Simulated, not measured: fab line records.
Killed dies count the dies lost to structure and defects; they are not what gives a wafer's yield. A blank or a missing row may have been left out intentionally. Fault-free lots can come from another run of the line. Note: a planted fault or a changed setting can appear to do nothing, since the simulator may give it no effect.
Which tool did it? ; flow nand_harc ; 22 lots with 66 wafers sampled at 6 steps, on a route of 1302 steps

## WHAT THE GAUGES SHOWED, per wafer
The record holds no reading of a measuring or inspecting step that can be judged against a usual standard deviation.

## TOOL THAT RAN EACH LOT (tool first, then ch and the chambers of the sampled wafers, then the start)
lot;NHARC_A_CHANNEL_HOLE_D1_ETCH_20;NHARC_A_CHANNEL_HOLE_D1_ETCH_25;NHARC_A_CHANNEL_HOLE_D1_ETCH_44;NHARC_A_CHANNEL_FILL_D1_ETCHBACK_08;NHARC_A_DECK1_JOINT_CMP_02;NHARC_A_CHANNEL_HOLE_D2_ETCH_21
L074;har_etch-02 ch 1, day 8 17:11;har_etch-02 ch 1, day 8 19:57;rie_diel-13 ch 0,2, day 8 21:47;rie_diel-11 ch 0,2, day 12 16:57 or earlier;cmp-04 ch 0,1,2, day 12 16:57;har_etch-02 ch 0,1, day 13 12:55
L075;har_etch-02 ch 0,1, day 9 01:58;har_etch-02 ch 0,1, day 9 04:46;rie_diel-10 ch 0,1,2, day 9 06:35;rie_diel-11 ch 0,1,3, day 13 02:13 or earlier;cmp-03 ch 0,1,2, day 13 02:13;har_etch-01 ch 0,1, day 14 06:39
L077;har_etch-02 ch 0,1, day 9 17:46;har_etch-02 ch 0,1, day 9 20:33;rie_diel-10 ch 0,2,3, day 9 22:22;rie_diel-06 ch 0,1,3, day 13 10:09 or earlier;cmp-04 ch 0,1,2, day 13 10:09;har_etch-02 ch 0,1, day 14 10:04
L076;har_etch-02 ch 0,1, day 9 21:55;har_etch-02 ch 0,1, day 10 00:43;rie_diel-09 ch 2,3, day 10 02:34;rie_diel-02 ch 2,3, day 13 10:07 or earlier;cmp-03 ch 0,1,3, day 13 10:07;har_etch-01 ch 0,1, day 14 10:55
L079;har_etch-01 ch 0,1, day 10 17:57;har_etch-01 ch 0,1, day 10 21:02;rie_diel-10 ch 1,2, day 10 22:25;rie_diel-02 ch 0,1,3, day 14 14:43 or earlier;cmp-03 ch 1,2, day 14 14:43;har_etch-02 ch 0,1, day 15 11:47
L078;har_etch-02 ch 0, day 10 18:16;har_etch-02 ch 0, day 10 21:04;rie_diel-13 ch 1,2,3, day 10 22:55;rie_diel-06 ch 0,3, day 14 14:46 or earlier;cmp-01 ch 0,1,2, day 14 14:46;har_etch-01 ch 0,1, day 15 12:10
L080;har_etch-01 ch 0,1, day 11 02:13;har_etch-01 ch 0,1, day 11 05:05;rie_diel-09 ch 0,3, day 11 06:46;rie_diel-11 ch 0,2, day 15 00:50 or earlier;cmp-01 ch 0,1,3, day 15 00:50;har_etch-01 ch 0,1, day 15 20:26
L081;har_etch-01 ch 0, day 11 16:02;har_etch-01 ch 0, day 11 18:49;rie_diel-09 ch 0,1, day 11 20:38;rie_diel-06 ch 0,2, day 15 11:26 or earlier;cmp-01 ch 0,2,3, day 15 11:26;har_etch-02 ch 0,1, day 16 06:10
L082;har_etch-02 ch 0,1, day 11 23:10;har_etch-02 ch 0,1, day 12 02:02;rie_diel-10 ch 0,2,3, day 12 03:43;rie_diel-02 ch 0,1,3, day 15 18:28 or earlier;cmp-01 ch 1,2,3, day 15 18:28;har_etch-01 ch 0,1, day 16 19:04
L083;har_etch-01 ch 0,1, day 12 05:40;har_etch-01 ch 0,1, day 12 08:28;rie_diel-10 ch 1,2,3, day 12 10:18;rie_diel-02 ch 0,1,3, day 15 18:26 or earlier;cmp-03 ch 0,1,2, day 15 18:26;har_etch-02 ch 0,1, day 16 13:05
L084;har_etch-02 ch 0,1, day 12 14:43;har_etch-02 ch 0,1, day 12 17:40;rie_diel-10 ch 2,3, day 12 19:13;rie_diel-11 ch 1,2, day 16 08:01 or earlier;cmp-03 ch 0,1,2, day 16 08:01;har_etch-01 ch 0,1, day 17 03:32
L085;har_etch-02 ch 0,1, day 13 08:26;har_etch-02 ch 0,1, day 13 11:17;rie_diel-09 ch 0,2,3, day 13 12:59;rie_diel-11 ch 0,2,3, day 17 02:34 or earlier;cmp-01 ch 0,1,3, day 17 02:34;har_etch-02 ch 0,1, day 18 04:41
L086;har_etch-01 ch 0,1, day 13 09:10;har_etch-01 ch 0,1, day 13 12:02;rie_diel-10 ch 0,3, day 13 13:43;rie_diel-02 ch 0,1,3, day 17 02:34 or earlier;cmp-04 ch 0,2,3, day 17 02:34;har_etch-02 ch 0,1, day 18 00:35
L087;har_etch-01 ch 0, day 13 17:59;har_etch-01 ch 0, day 13 20:52;rie_diel-10 ch 0,2, day 13 22:33;rie_diel-02 ch 0,1,3, day 17 14:20 or earlier;cmp-01 ch 1,2,3, day 17 14:20;har_etch-01 ch 0, day 18 08:45
L088;har_etch-01 ch 0,1, day 14 14:47;har_etch-01 ch 0,1, day 14 17:46;rie_diel-10 ch 0,3, day 14 19:19;rie_diel-06 ch 0,1,2, day 18 08:39 or earlier;cmp-03 ch 0,1, day 18 08:39;har_etch-01 ch 0,1, day 19 05:42
L090;har_etch-02 ch 0,1, day 15 15:28;har_etch-02 ch 0,1, day 15 18:21;rie_diel-10 ch 0,1,2, day 15 20:02;rie_diel-02 ch 0,1,2, day 19 05:40 or earlier;cmp-03 ch 1,2,3, day 19 05:40;har_etch-02 ch 0,1, day 20 04:59
L091;har_etch-01 ch 0,1, day 15 16:09;har_etch-01 ch 0,1, day 15 19:11;rie_diel-13 ch 0,2,3, day 15 20:38;rie_diel-06 ch 2,3, day 19 05:43 or earlier;cmp-01 ch 0,1,2, day 19 05:43;har_etch-01 ch 0,1, day 20 03:50
L092;har_etch-02 ch 0,1, day 15 19:41;har_etch-02 ch 0,1, day 15 22:40;rie_diel-09 ch 0,2,3, day 16 00:19;rie_diel-06 ch 0,1,2, day 19 17:56 or earlier;cmp-03 ch 0,1,3, day 19 17:56;har_etch-01 ch 0,1, day 20 18:36
L093;har_etch-01 ch 0,1, day 16 10:43;har_etch-01 ch 0,1, day 16 13:37;rie_diel-10 ch 0,2,3, day 16 15:18;rie_diel-06 ch 1,2, day 20 09:57 or earlier;cmp-03 ch 0,1, day 20 09:57;har_etch-02 ch 0, day 21 07:04
L094;har_etch-01 ch 0,1, day 16 22:51;har_etch-01 ch 0,1, day 17 01:36;rie_diel-09 ch 0,1, day 17 03:26;rie_diel-02 ch 2,3, day 20 18:50 or earlier;cmp-03 ch 0,2, day 20 18:50;har_etch-02 ch 0,1, day 21 14:26
L095;har_etch-02 ch 1, day 17 13:47;har_etch-02 ch 1, day 17 16:39;rie_diel-10 ch 0,1,2, day 17 18:20;rie_diel-06 ch 1,2,3, day 21 04:43 or earlier;cmp-04 ch 0,1,3, day 21 04:43;har_etch-01 ch 0,1, day 21 23:37
L097;har_etch-02 ch 0,1, day 18 10:10;har_etch-02 ch 0,1, day 18 13:01;rie_diel-13 ch 0,1,2, day 18 14:44;rie_diel-11 ch 1,2,3, day 22 08:41 or earlier;cmp-01 ch 0,1, day 22 08:41;har_etch-01 ch 1, day 23 04:59
- NHARC_A_CHANNEL_HOLE_D1_ETCH_20: etches the open film in C4F8/O2/Ar, time 361.9 s, target depth 1600 nm.
- NHARC_A_CHANNEL_HOLE_D1_ETCH_25: etches the open film in C4F8/O2/Ar, time 1040.2 s, target depth 1500 nm.
- NHARC_A_CHANNEL_HOLE_D1_ETCH_44: etches the open film in CF4/O2, target depth 140 nm, overetch 14 nm, time 77 s.
- NHARC_A_CHANNEL_FILL_D1_ETCHBACK_08: etches the open film in C4F8, target depth 220 nm, time 110 s.
- NHARC_A_DECK1_JOINT_CMP_02: polishes SiOx.
- NHARC_A_CHANNEL_HOLE_D2_ETCH_21: etches the open film in C4F8/O2/Ar, time 514.3 s, target depth 1600 nm.

## WHAT THE TOOLS THEMSELVES READ (means of the sampled wafers that have a number; where no wafer has one, the mark that the record gives instead)
NHARC_A_CHANNEL_HOLE_D1_ETCH_20. Usual: drypump_motor_current_A 5.3 A, standard deviation 0.43; mfc_ar_sccm 375.0 sccm, standard deviation 1.2; showerhead_plenum_p_Torr 3.63 Torr, standard deviation 0.11; throttle_valve_pct 32.154 %, standard deviation 0.0091.
lot;tool;drypump_motor_current_A (A);mfc_ar_sccm (sccm);showerhead_plenum_p_Torr (Torr);throttle_valve_pct (%);flag
L074;har_etch-02;5.4;376.8;3.55;32.152;
L075;har_etch-02;5.0;374.1;3.60;32.146;
L077;har_etch-02;5.0;375.6;3.60;32.157;
L076;har_etch-02;5.2;375.1;3.57;32.155;
L079;har_etch-01;5.7;375.3;3.65;32.155;
L078;har_etch-02;4.8;376.3;3.61;32.150;
L080;har_etch-01;5.7;375.2;3.64;32.152;
L081;har_etch-01;6.0;375.2;3.60;32.149;
L082;har_etch-02;5.0;375.2;3.57;32.161;
L083;har_etch-01;5.4;374.3;3.67;32.142;
L084;har_etch-02;5.2;375.4;3.54;32.144;
L085;har_etch-02;5.2;375.0;3.54;32.157;
L086;har_etch-01;5.7;374.7;3.63;32.141;
L087;har_etch-01;6.0;374.6;3.58;32.158;
L088;har_etch-01;5.4;374.4;3.65;32.154;
L090;har_etch-02;5.0;374.1;3.55;32.148;
L091;har_etch-01;5.7;374.9;3.61;32.158;
L092;har_etch-02;5.0;374.1;3.55;32.158;
L093;har_etch-01;5.7;375.4;3.61;32.161;
L094;har_etch-01;5.7;375.0;3.60;32.151;
L095;har_etch-02;5.4;374.7;3.93;32.162;
L097;har_etch-02;5.0;374.8;3.92;32.167;

NHARC_A_CHANNEL_HOLE_D1_ETCH_25. Usual: drypump_motor_current_A 5.3 A, standard deviation 0.43; mfc_ar_sccm 374.9 sccm, standard deviation 1.1; showerhead_plenum_p_Torr 3.62 Torr, standard deviation 0.11; throttle_valve_pct 32.237 %, standard deviation 0.009.
lot;tool;drypump_motor_current_A (A);mfc_ar_sccm (sccm);showerhead_plenum_p_Torr (Torr);throttle_valve_pct (%);flag
L074;har_etch-02;5.4;374.8;3.54;32.236;
L075;har_etch-02;5.0;373.9;3.59;32.236;
L077;har_etch-02;5.0;375.0;3.59;32.244;
L076;har_etch-02;5.2;375.9;3.56;32.234;
L079;har_etch-01;5.7;375.5;3.64;32.245;
L078;har_etch-02;4.8;375.7;3.61;32.236;
L080;har_etch-01;5.7;375.1;3.64;32.237;
L081;har_etch-01;6.0;376.0;3.59;32.231;
L082;har_etch-02;5.0;374.8;3.57;32.234;
L083;har_etch-01;5.4;374.9;3.66;32.240;
L084;har_etch-02;5.2;375.1;3.54;32.235;
L085;har_etch-02;5.2;374.6;3.54;32.239;
L086;har_etch-01;5.7;374.5;3.62;32.237;
L087;har_etch-01;6.0;375.5;3.58;32.228;
L088;har_etch-01;5.4;374.5;3.64;32.236;
L090;har_etch-02;5.0;374.9;3.54;32.245;
L091;har_etch-01;5.7;375.3;3.60;32.236;
L092;har_etch-02;5.0;374.5;3.54;32.231;
L093;har_etch-01;5.7;375.2;3.60;32.242;
L094;har_etch-01;5.7;375.8;3.59;32.240;
L095;har_etch-02;5.4;376.2;3.93;32.242;
L097;har_etch-02;5.0;373.6;3.92;32.238;

NHARC_A_CHANNEL_HOLE_D1_ETCH_44. Usual: cf4_flow_sccm 80.02 sccm, standard deviation 0.26; drypump_motor_current_A 5.5 A, standard deviation 0.45; mfc_ar_sccm 0.009 sccm, standard deviation 0.012; oes_o_777_au 1.001 a.u., standard deviation 0.0047; oes_product_au 0.998 a.u., standard deviation 0.012; rf_vpp_V 198.3 V, standard deviation 1.3; showerhead_plenum_p_Torr 1.36 Torr, standard deviation 0.047; throttle_valve_pct 13.397 %, standard deviation 0.0088.
lot;tool;cf4_flow_sccm (sccm);drypump_motor_current_A (A);mfc_ar_sccm (sccm);oes_o_777_au (a.u.);oes_product_au (a.u.);rf_vpp_V (V);showerhead_plenum_p_Torr (Torr);throttle_valve_pct (%);flag
L074;rie_diel-13;79.86;5.3;0.008;1.001;0.996;199.1;1.38;13.396;
L075;rie_diel-10;79.98;5.3;0.007;1.009;0.992;198.0;1.36;13.400;
L077;rie_diel-10;80.04;5.4;0.009;1.000;1.000;197.1;1.35;13.394;
L076;rie_diel-09;79.84;5.9;0.000;1.002;1.019;197.9;1.36;13.407;
L079;rie_diel-10;80.04;4.9;0.007;1.005;1.002;197.2;1.33;13.400;
L078;rie_diel-13;79.77;5.4;0.000;1.003;1.006;198.5;1.36;13.393;
L080;rie_diel-09;79.97;5.6;0.009;1.000;1.012;198.4;1.35;13.390;
L081;rie_diel-09;80.19;5.9;0.009;0.999;0.999;197.7;1.35;13.390;
L082;rie_diel-10;79.91;5.4;0.009;1.001;0.990;197.5;1.35;13.399;
L083;rie_diel-10;79.90;5.2;0.015;1.005;0.986;197.5;1.34;13.407;
L084;rie_diel-10;79.94;5.4;0.017;1.000;0.999;197.4;1.33;13.394;
L085;rie_diel-09;80.02;5.8;0.009;1.002;1.000;198.8;1.38;13.388;
L086;rie_diel-10;80.07;5.8;0.009;1.000;1.004;199.3;1.38;13.406;
L087;rie_diel-10;80.23;5.4;0.000;0.999;1.005;198.4;1.37;13.406;
L088;rie_diel-10;80.00;5.8;0.009;0.994;0.994;199.6;1.38;13.401;
L090;rie_diel-10;80.16;5.3;0.007;0.998;0.976;198.9;1.36;13.400;
L091;rie_diel-13;79.99;5.3;0.008;1.004;0.999;198.8;1.38;13.400;
L092;rie_diel-09;79.79;5.8;0.009;1.000;0.993;198.4;1.38;13.386;
L093;rie_diel-10;80.18;5.4;0.009;0.997;0.993;197.8;1.35;13.401;
L094;rie_diel-09;80.04;5.9;0.009;0.995;1.010;197.6;1.34;13.390;
L095;rie_diel-10;80.00;5.3;0.007;1.001;0.998;198.1;1.36;13.396;
L097;rie_diel-13;79.96;5.5;0.008;1.004;1.006;197.5;1.32;13.408;

NHARC_A_CHANNEL_FILL_D1_ETCHBACK_08. Usual: oes_product_au 0.95 a.u., standard deviation 0.034; rf_vpp_V 440.2 V, standard deviation 2.8.
lot;tool;oes_product_au (a.u.);rf_vpp_V (V);flag
L074;rie_diel-11;0.91;442.3;
L075;rie_diel-11;0.92;442.0;
L077;rie_diel-06;0.93;440.3;
L076;rie_diel-02;0.93;438.6;
L079;rie_diel-02;1.00;437.2;
L078;rie_diel-06;0.92;441.6;
L080;rie_diel-11;0.93;441.6;
L081;rie_diel-06;0.92;442.2;
L082;rie_diel-02;0.92;437.9;
L083;rie_diel-02;0.99;437.6;
L084;rie_diel-11;0.98;440.1;
L085;rie_diel-11;0.97;443.4;
L086;rie_diel-02;0.92;437.1;
L087;rie_diel-02;0.92;437.9;
L088;rie_diel-06;1.01;441.0;
L090;rie_diel-02;0.92;440.9;
L091;rie_diel-06;0.99;439.3;
L092;rie_diel-06;1.01;440.7;
L093;rie_diel-06;0.92;440.0;
L094;rie_diel-02;0.93;440.3;
L095;rie_diel-06;0.99;439.1;
L097;rie_diel-11;0.92;441.8;

NHARC_A_DECK1_JOINT_CMP_02. Usual: edge_zone_pressure_frac 1.000, standard deviation 0.005; motor_current_A 11.8 A, standard deviation 1.1.
lot;tool;edge_zone_pressure_frac;motor_current_A (A);flag
L074;cmp-04;0.999;13.0;
L075;cmp-03;1.000;11.8;
L077;cmp-04;1.001;12.6;
L076;cmp-03;1.002;12.0;
L079;cmp-03;0.999;11.2;
L078;cmp-01;0.997;11.2;
L080;cmp-01;1.006;11.2;
L081;cmp-01;0.998;11.3;
L082;cmp-01;1.000;11.4;
L083;cmp-03;0.999;11.7;
L084;cmp-03;1.001;12.1;
L085;cmp-01;1.000;10.8;
L086;cmp-04;1.002;11.5;
L087;cmp-01;1.001;11.9;
L088;cmp-03;1.000;11.5;
L090;cmp-03;0.998;12.4;
L091;cmp-01;0.996;11.3;
L092;cmp-03;1.002;11.9;
L093;cmp-03;0.996;11.1;
L094;cmp-03;0.999;12.4;
L095;cmp-04;0.997;12.6;
L097;cmp-01;1.002;10.7;

NHARC_A_CHANNEL_HOLE_D2_ETCH_21. Usual: drypump_motor_current_A 5.3 A, standard deviation 0.44; mfc_ar_sccm 375.2 sccm, standard deviation 1.2; showerhead_plenum_p_Torr 3.68 Torr, standard deviation 0.16; throttle_valve_pct 32.155 %, standard deviation 0.0092.
lot;tool;drypump_motor_current_A (A);mfc_ar_sccm (sccm);showerhead_plenum_p_Torr (Torr);throttle_valve_pct (%);flag
L074;har_etch-02;5.2;374.7;3.54;32.162;
L075;har_etch-01;5.4;375.9;3.65;32.149;
L077;har_etch-02;5.0;374.5;3.56;32.151;
L076;har_etch-01;5.4;375.1;3.65;32.157;
L079;har_etch-02;5.2;374.5;3.53;32.161;
L078;har_etch-01;5.7;373.5;3.61;32.147;
L080;har_etch-01;5.7;376.0;3.61;32.158;
L081;har_etch-02;5.2;374.9;3.52;32.156;
L082;har_etch-01;5.4;374.5;3.64;32.150;
L083;har_etch-02;5.0;373.8;3.54;32.155;
L084;har_etch-01;5.7;374.8;3.60;32.156;
L085;har_etch-02;5.0;375.7;3.93;32.155;
L086;har_etch-02;5.0;374.9;3.93;32.155;
L087;har_etch-01;6.0;375.1;3.54;32.156;
L088;har_etch-01;5.4;376.1;3.61;32.141;
L090;har_etch-02;5.2;374.8;3.91;32.151;
L091;har_etch-01;5.4;375.6;3.61;32.153;
L092;har_etch-01;5.7;375.5;3.57;32.151;
L093;har_etch-02;4.9;377.1;3.90;32.159;
L094;har_etch-02;5.2;375.8;3.90;32.165;
L095;har_etch-01;5.7;375.4;3.56;32.152;
L097;har_etch-01;5.1;376.2;3.62;32.156;

## THE ANSWER, worked out from the rows above alone
Rule: lot off if the mean of its wafers having a number is beyond 3 standard deviations from the usual mean. Also off: a lot with no number at a reading for which 4 or more lots have one. The other lots that the step has rows for count as sound. First the gauges in route order, then the tools' own readings, where a lot's mean is used as printed above. At the first step where some lot is off, the reading lying furthest off is the one used; lots without a number count as furthest.
Across all readings shown, no lot is off: no conclusion can be drawn from this.

## WHAT THE SIMULATOR PUT IN
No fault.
